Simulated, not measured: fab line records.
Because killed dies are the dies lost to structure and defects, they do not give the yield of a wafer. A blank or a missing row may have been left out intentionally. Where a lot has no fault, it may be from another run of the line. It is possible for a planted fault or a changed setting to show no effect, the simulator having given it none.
Chamber matching	flow nand-harc	NHARC_THIN_TSV_ETCH_15 on rie-si-06 has 4 sister chambers
The step target depth 3000 nm, bosch target overetch cycles 2, bosch etch step 2.8 s. 14 wafers are shown with their chamber, then 7 later ones without.

## WAFERS WITH THEIR CHAMBER
wafer	chamber	drypump-motor-current-A (A)
L115.4	2	5.7
L115.5	1	6.0
L115.6	2	5.7
L122.1	3	5.9
L122.3	1	6.0
L122.6	2	5.7
L121.1	0	6.6
L121.5	3	5.9
L121.6	2	5.7
L129.2	1	6.0
L129.3	0	6.5
L129.5	0	6.5
L132.2	0	6.6
L132.4	3	5.9

SIGNATURES, as means of the wafers listed above
reading	chamber 0	chamber 1	chamber 2	chamber 3	scatter within a chamber
drypump-motor-current-A	6.550	6.000	5.700	5.900	0.0316
Rule: for each reading, subtract the chamber's mean from the wafer's reading, divide by that reading's scatter and square the result; add these up over the readings and take the root, which gives the wafer's distance from the chamber. If the next closest chamber is less than 2 further off than the closest, the wafer can't be placed; otherwise it belongs to the closest. How the scatter is found: for the shown wafers, subtract from each reading the mean of its chamber, square and add these, divide the total by (wafers less chambers), then take the root.

## WAFERS WITHOUT THEIR CHAMBER
wafer	drypump-motor-current-A (A)
L132.6	5.9
L130.1	5.7
L130.2	6.0
L130.4	6.6
L134.4	6.0
L134.5	6.0
L134.6	6.6

## THE CHAMBER EACH PASSED THROUGH
wafer	from the rows above	in truth
L132.6	3	3
L130.1	2	2
L130.2	1	1
L130.4	0	0
L134.4	1	1
L134.5	1	1
L134.6	0	0
7 of 7 placed correctly. Can't be placed from these rows: 0. Placed wrongly: 0.
